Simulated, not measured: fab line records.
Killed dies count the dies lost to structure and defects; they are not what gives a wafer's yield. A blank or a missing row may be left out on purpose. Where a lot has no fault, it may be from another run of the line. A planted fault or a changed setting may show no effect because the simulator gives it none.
Which of the tools did it? | flow n5_finfet | 24 lots, 72 wafers sampled, at 5 steps of a route of 1938

## WHAT EACH GAUGE READ, for each wafer
N5_STI_FIN_REVEAL_THK_MEAS_05. Usual: thk_nm 131.6 nm, standard deviation 1.3.
lot  | measured    | on            | thk_nm (nm)       | flag
L074 | day 2 10:16 | film_metro-02 | 131.5 130.3 131.5 |
L075 | day 2 15:40 | film_metro-02 | 131.5 130.7 131.9 |
L076 | day 2 22:50 | film_metro-02 | 130.7 131.9 132.8 |
L077 | day 3 03:56 | film_metro-01 | 131.5 131.4 131.6 |
L078 | day 3 09:37 | film_metro-02 | 132.5 132.2 131.5 |
L079 | day 3 14:59 | film_metro-02 | 130.6 128.9 130.1 |
L080 | day 3 22:46 | film_metro-01 | 129.4 129.7 130.2 |
L081 | day 4 03:59 | film_metro-02 | 131.2 131.5 131.1 |
L082 | day 4 09:57 | film_metro-01 | 131.8 132.3 131.6 |
L083 | day 4 16:02 | film_metro-01 | 130.1 129.6 130.2 |
L084 | day 4 23:20 | film_metro-02 | 131.6 131.1 131.6 |
L085 | day 5 05:31 | film_metro-02 | 132.1 133.7 130.9 |
L086 | day 5 10:56 | film_metro-02 | 131.4 131.3 132.1 |
L087 | day 5 23:13 | film_metro-02 | 131.4 129.9 131.0 |
L088 | day 6 02:01 | film_metro-01 | 131.5 131.5 130.9 |
L089 | day 6 07:16 | film_metro-01 | 131.8 132.6 133.7 |
L090 | day 6 13:27 | film_metro-02 | 133.6 134.2 133.0 |
L091 | day 6 19:34 | film_metro-01 | 130.3 131.7 131.1 |
L092 | day 7 02:20 | film_metro-01 | 131.4 131.2 129.8 |
L093 | day 7 04:21 | film_metro-02 | 132.7 132.8 133.3 |
L094 | day 7 12:41 | film_metro-02 | 132.9 132.9 133.3 |
L095 | day 7 19:17 | film_metro-01 | 131.5 131.2 130.7 |
L096 | day 7 23:21 | film_metro-01 | 129.2 128.3 129.2 |
L097 | day 8 04:14 | film_metro-01 | 132.3 131.6 132.8 |

N5_STI_FIN_REVEAL_INSPECT_13: inspects for defects (darkfield). Usual: raw_defect_count 11, standard deviation 5.1.
lot  | measured    | on                | raw_defect_count | flag
L074 | day 2 14:04 | defect_inspect-01 | 15 7 16          |
L075 | day 2 18:58 | defect_inspect-01 | 7 7 13           |
L076 | day 3 02:11 | defect_inspect-01 | 15 4 17          |
L077 | day 3 07:24 | defect_inspect-02 | 5 7 13           |
L078 | day 3 13:07 | defect_inspect-01 | 20 14 16         |
L079 | day 3 19:23 | defect_inspect-01 | 4 8 14           |
L080 | day 4 02:13 | defect_inspect-01 | 15 12 18         |
L081 | day 4 07:20 | defect_inspect-01 | 16 8 10          |
L082 | day 4 13:21 | defect_inspect-01 | 4 9 9            |
L083 | day 4 19:47 | defect_inspect-02 | 18 8 4           |
L084 | day 5 02:42 | defect_inspect-02 | 9 21 11          |
L085 | day 5 09:10 | defect_inspect-02 | 10 6 7           |
L086 | day 5 14:37 | defect_inspect-01 | 13 10 14         |
L087 | day 6 02:40 | defect_inspect-01 | 11 8 4           |
L088 | day 6 05:39 | defect_inspect-02 | 18 20 22         |
L089 | day 6 10:52 | defect_inspect-02 | 13 8 8           |
L090 | day 6 17:32 | defect_inspect-01 | 12 12 6          |
L091 | day 6 23:00 | defect_inspect-01 | 7 5 6            |
L092 | day 7 07:24 | defect_inspect-01 | 15 12 9          |
L093 | day 7 07:44 | defect_inspect-01 | 15 5 4           |
L094 | day 7 16:25 | defect_inspect-01 | 8 18 19          |
L095 | day 7 22:42 | defect_inspect-01 | 9 19 12          |
L096 | day 8 02:52 | defect_inspect-01 | 9 11 10          |
L097 | day 8 07:48 | defect_inspect-02 | 11 7 7           |

## WHICH TOOL RAN EACH LOT (tool, then ch and the chambers of the sampled wafers, then the start)
lot  | N5_FIN_CUT_CUT_ETCH_26            | N5_FIN_CUT_PRECLEAN_35            | N5_STI_FIN_REVEAL_RECESS_09
L074 | rie_diel-04 ch 0,1,3, day 2 04:18 | vapor_etch-02 ch 0,1, day 2 04:25 | vapor_etch-02 ch 0,1, day 2 11:16
L075 | rie_diel-05 ch 0,1,2, day 2 09:36 | vapor_etch-02 ch 0,1, day 2 09:43 | vapor_etch-02 ch 0,1, day 2 16:10
L076 | rie_diel-03 ch 0,1,3, day 2 16:12 | vapor_etch-01 ch 0,1, day 2 16:19 | vapor_etch-01 ch 0,1, day 2 23:21
L077 | rie_diel-05 ch 1,2,3, day 2 21:25 | vapor_etch-01 ch 0,1, day 2 21:32 | vapor_etch-02 ch 0,1, day 3 04:25
L078 | rie_diel-03 ch 0,1,3, day 3 03:07 | vapor_etch-01 ch 0,1, day 3 03:15 | vapor_etch-02 ch 0,1, day 3 10:51
L079 | rie_diel-04 ch 0,1,3, day 3 09:04 | vapor_etch-01 ch 0,1, day 3 09:11 | vapor_etch-02 ch 0,1, day 3 15:41
L080 | rie_diel-04 ch 0,2, day 3 16:33   | vapor_etch-01 ch 0,1, day 3 16:54 | vapor_etch-02 ch 0,1, day 3 23:26
L081 | rie_diel-05 ch 0,2, day 3 22:05   | vapor_etch-02 ch 0,1, day 3 22:13 | vapor_etch-01 ch 0,1, day 4 04:33
L082 | rie_diel-05 ch 2,3, day 4 04:01   | vapor_etch-02 ch 0,1, day 4 04:08 | vapor_etch-02 ch 0,1, day 4 10:32
L083 | rie_diel-04 ch 0,3, day 4 10:09   | vapor_etch-01 ch 0,1, day 4 10:16 | vapor_etch-02 ch 0,1, day 4 16:39
L084 | rie_diel-03 ch 0,1, day 4 17:26   | vapor_etch-01 ch 0,1, day 4 17:33 | vapor_etch-01 ch 0,1, day 4 23:55
L085 | rie_diel-03 ch 0,2, day 4 23:38   | vapor_etch-01 ch 0,1, day 4 23:44 | vapor_etch-01 ch 1, day 5 06:10
L086 | rie_diel-04 ch 0,1,2, day 5 05:02 | vapor_etch-01 ch 0,1, day 5 05:08 | vapor_etch-02 ch 0,1, day 5 11:50
L087 | rie_diel-05 ch 0,2,3, day 5 15:09 | vapor_etch-02 ch 0,1, day 5 15:16 | vapor_etch-01 ch 0, day 5 23:51
L088 | rie_diel-05 ch 0,1,3, day 5 19:28 | vapor_etch-01 ch 0, day 5 19:34   | vapor_etch-01 ch 0,1, day 6 02:38
L089 | rie_diel-03 ch 1,2, day 6 01:09   | vapor_etch-01 ch 0,1, day 6 01:26 | vapor_etch-01 ch 0,1, day 6 08:01
L090 | rie_diel-05 ch 0,1,3, day 6 07:00 | vapor_etch-01 ch 0,1, day 6 07:07 | vapor_etch-01 ch 0,1, day 6 14:29
L091 | rie_diel-03 ch 2,3, day 6 12:55   | vapor_etch-01 ch 0,1, day 6 13:01 | vapor_etch-02 ch 0,1, day 6 20:11
L092 | rie_diel-03 ch 1,2,3, day 6 19:47 | vapor_etch-02 ch 0,1, day 6 19:54 | vapor_etch-02 ch 0, day 7 02:59
L093 | rie_diel-04 ch 1,2,3, day 6 22:18 | vapor_etch-01 ch 0,1, day 6 22:25 | vapor_etch-01 ch 0, day 7 04:54
L094 | rie_diel-03 ch 0,1,3, day 7 06:02 | vapor_etch-01 ch 0,1, day 7 06:51 | vapor_etch-02 ch 0,1, day 7 13:18
L095 | rie_diel-04 ch 1,2,3, day 7 12:13 | vapor_etch-01 ch 0,1, day 7 12:20 | vapor_etch-02 ch 0,1, day 7 19:52
L096 | rie_diel-03 ch 0,1, day 7 16:44   | vapor_etch-02 ch 0,1, day 7 16:51 | vapor_etch-02 ch 0, day 7 23:50
L097 | rie_diel-03 ch 0,3, day 7 21:41   | vapor_etch-01 ch 0,1, day 7 21:48 | vapor_etch-01 ch 0,1, day 8 04:44
- N5_FIN_CUT_CUT_ETCH_26: etches SiNx in CH3F/O2, target depth 39 nm, time 55.7 s.
- N5_FIN_CUT_PRECLEAN_35: cleans in vHF, time 13.3 s.
- N5_STI_FIN_REVEAL_RECESS_09: chemistry HF/NH3, target SiO2, afs cycles 11, target depth 42.5 nm, sublimation time 60 s.

## WHAT THE TOOLS THEMSELVES READ (means of the sampled wafers that have a number; where no wafer has one, the mark that the record gives instead)
N5_FIN_CUT_CUT_ETCH_26. Usual: drypump_motor_current_A 5.5 A, standard deviation 0.41; oes_product_au 0.77 a.u., standard deviation 0.062; rf_vpp_V 298 V, standard deviation 6; showerhead_plenum_p_Torr 2.01 Torr, standard deviation 0.047; throttle_valve_pct 16.41 %, standard deviation 0.13.
lot  | tool        | drypump_motor_current_A (A) | oes_product_au (a.u.) | rf_vpp_V (V) | showerhead_plenum_p_Torr (Torr) | throttle_valve_pct (%) | flag
L074 | rie_diel-04 | 5.6                         | 0.77                  | 294          | 2.01                            | 16.49                  |
L075 | rie_diel-05 | 5.5                         | 0.75                  | 295          | 2.03                            | 16.34                  |
L076 | rie_diel-03 | 5.4                         | 0.85                  | 302          | 2.02                            | 16.38                  |
L077 | rie_diel-05 | 5.5                         | 0.76                  | 295          | 2.00                            | 16.31                  |
L078 | rie_diel-03 | 5.4                         | 0.84                  | 302          | 2.02                            | 16.38                  |
L079 | rie_diel-04 | 5.5                         | 0.77                  | 294          | 2.01                            | 16.51                  |
L080 | rie_diel-04 | 6.2                         | 0.74                  | 302          | 1.97                            | 16.38                  |
L081 | rie_diel-05 | 5.5                         | 0.75                  | 294          | 2.03                            | 16.30                  |
L082 | rie_diel-05 | 5.6                         | 0.77                  | 299          | 2.00                            | 16.31                  |
L083 | rie_diel-04 | 5.8                         | 0.74                  | 299          | 1.99                            | 16.46                  |
L084 | rie_diel-03 | 5.3                         | 0.87                  | 298          | 1.98                            | 16.27                  |
L085 | rie_diel-03 | 5.3                         | 0.83                  | 297          | 1.99                            | 16.26                  |
L086 | rie_diel-04 | 6.1                         | 0.75                  | 297          | 1.98                            | 16.46                  |
L087 | rie_diel-05 | 5.6                         | 0.75                  | 298          | 2.02                            | 16.37                  |
L088 | rie_diel-05 | 5.7                         | 0.74                  | 299          | 2.01                            | 16.41                  |
L089 | rie_diel-03 | 5.1                         | 0.74                  | 301          | 2.03                            | 16.36                  |
L090 | rie_diel-05 | 5.7                         | 0.73                  | 299          | 2.01                            | 16.41                  |
L091 | rie_diel-03 | 5.2                         | 0.71                  | 303          | 2.07                            | 16.47                  |
L092 | rie_diel-03 | 5.3                         | 0.74                  | 304          | 2.05                            | 16.47                  |
L093 | rie_diel-04 | 5.7                         | 0.72                  | 293          | 1.96                            | 16.55                  |
L094 | rie_diel-03 | 5.4                         | 0.80                  | 301          | 2.01                            | 16.44                  |
L095 | rie_diel-04 | 5.7                         | 0.72                  | 293          | 1.96                            | 16.54                  |
L096 | rie_diel-03 | 5.4                         | 0.83                  | 299          | 1.97                            | 16.31                  |
L097 | rie_diel-03 | 5.5                         | 0.83                  | 299          | 1.99                            | 16.42                  |

N5_FIN_CUT_PRECLEAN_35. Usual: drypump_motor_current_A 5.95 A, standard deviation 0.29; temp_c 45.01 C, standard deviation 0.11.
lot  | tool          | drypump_motor_current_A (A) | temp_c (C) | flag
L074 | vapor_etch-02 | 5.93                        | 45.04      |
L075 | vapor_etch-02 | 6.14                        | 45.11      |
L076 | vapor_etch-01 | 5.84                        | 44.98      |
L077 | vapor_etch-01 | 6.00                        | 45.01      |
L078 | vapor_etch-01 | 6.02                        | 45.01      |
L079 | vapor_etch-01 | 5.82                        | 45.03      |
L080 | vapor_etch-01 | 6.00                        | 44.95      |
L081 | vapor_etch-02 | 5.91                        | 44.95      |
L082 | vapor_etch-02 | 6.20                        | 44.94      |
L083 | vapor_etch-01 | 5.82                        | 45.05      |
L084 | vapor_etch-01 | 5.83                        | 44.96      |
L085 | vapor_etch-01 | 5.82                        | 45.08      |
L086 | vapor_etch-01 | 6.00                        | 44.98      |
L087 | vapor_etch-02 | 5.90                        | 44.97      |
L088 | vapor_etch-01 | 6.15                        | 44.98      |
L089 | vapor_etch-01 | 6.00                        | 44.98      |
L090 | vapor_etch-01 | 5.85                        | 44.99      |
L091 | vapor_etch-01 | 5.82                        | 44.94      |
L092 | vapor_etch-02 | 5.92                        | 45.03      |
L093 | vapor_etch-01 | 6.00                        | 45.13      |
L094 | vapor_etch-01 | 5.99                        | 45.02      |
L095 | vapor_etch-01 | 5.99                        | 45.13      |
L096 | vapor_etch-02 | 6.17                        | 45.12      |
L097 | vapor_etch-01 | 5.99                        | 44.94      |

N5_STI_FIN_REVEAL_RECESS_09. Usual: drypump_motor_current_A 6.0 A, standard deviation 0.32; temp_c 29.99 C, standard deviation 0.11.
lot  | tool          | drypump_motor_current_A (A) | temp_c (C) | flag
L074 | vapor_etch-02 | 5.9                         | 30.01      |
L075 | vapor_etch-02 | 6.2                         | 29.96      |
L076 | vapor_etch-01 | 6.0                         | 30.02      |
L077 | vapor_etch-02 | 6.0                         | 29.89      |
L078 | vapor_etch-02 | 5.9                         | 30.05      |
L079 | vapor_etch-02 | 6.1                         | 29.98      |
L080 | vapor_etch-02 | 6.2                         | 29.97      |
L081 | vapor_etch-01 | 5.8                         | 29.99      |
L082 | vapor_etch-02 | 5.9                         | 30.16      |
L083 | vapor_etch-02 | 5.9                         | 29.88      |
L084 | vapor_etch-01 | 6.0                         | 29.88      |
L085 | vapor_etch-01 | 5.7                         | 30.05      |
L086 | vapor_etch-02 | 5.9                         | 29.98      |
L087 | vapor_etch-01 | 6.2                         | 29.94      |
L088 | vapor_etch-01 | 5.9                         | 29.95      |
L089 | vapor_etch-01 | 6.0                         | 30.09      |
L090 | vapor_etch-01 | 5.9                         | 29.99      |
L091 | vapor_etch-02 | 5.9                         | 30.01      |
L092 | vapor_etch-02 | 6.4                         | 29.97      |
L093 | vapor_etch-01 | 6.1                         | 30.01      |
L094 | vapor_etch-02 | 6.2                         | 29.98      |
L095 | vapor_etch-02 | 6.2                         | 30.14      |
L096 | vapor_etch-02 | 6.4                         | 29.95      |
L097 | vapor_etch-01 | 6.0                         | 29.98      |

## THE ANSWER, worked out from the rows above alone
Rule: take the mean of a lot's wafers that have a number; if it is more than 3 standard deviations from the usual mean, the lot is off. A lot without any number at a reading at which 4 lots or more have one is off too. All remaining lots with rows at the step are treated as sound. First the gauges in route order, then the tools' own readings, where a lot's mean is used as printed above. The first step at which some lot is off is used, and at that step the reading that is off furthest; a lot without a number counts as furthest.
None of the lots is off at any reading shown; this tells nothing.

## WHAT THE SIMULATOR HAD INSERTED
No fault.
